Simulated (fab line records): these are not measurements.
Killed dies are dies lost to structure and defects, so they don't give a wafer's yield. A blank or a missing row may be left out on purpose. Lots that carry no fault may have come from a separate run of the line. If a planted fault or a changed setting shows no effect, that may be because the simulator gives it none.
Matching of chambers | flow nand harc | NHARC_A_STAIRCASE_ETCH_292 on rie diel-10: 4 sister chambers
The step etches the open film in CF4/CHF3. 4 wafers are shown with their chamber, then 7 later ones without.

== EACH WAFER AND ITS CHAMBER ==
wafer  | chamber | drypump motor current A (A)
L079.5 | 0       | 5.4
L091.5 | 3       | 5.2
L095.1 | 2       | 6.2
L095.2 | 1       | 6.7

== WAFERS MISSING THEIR CHAMBER ==
wafer  | drypump motor current A (A)
L095.6 | 6.7
L094.2 | 6.2
L094.3 | 6.7
L094.4 | 5.1
L097.2 | 6.2
L097.5 | 6.2
L097.6 | 5.4

== CHAMBER TAKEN BY EACH ==
wafer  | from the rows above | in truth
L095.6 | 1                   | 1
L094.2 | 2                   | 2
L094.3 | 1                   | 1
L094.4 | 3                   | 3
L097.2 | 2                   | 2
L097.5 | 2                   | 2
L097.6 | 0                   | 0
Placed correctly: 7 of 7. From these rows, 0 cannot be placed. Placed wrongly: 0.
How it was worked out, from the rows above alone: a wafer's distance from a chamber is the root of the sum, over the readings, of the square of ((its reading less the chamber's mean) divided by the reading's scatter). If the next closest chamber is less than 2 further off than the closest, the wafer can't be placed; otherwise it belongs to the closest. The mean given for a chamber averages the wafers shown for that chamber. The scatter (one wafer shown for each chamber): square how far every hidden wafer sits from the nearest shown wafer, average those squares and take the square root.
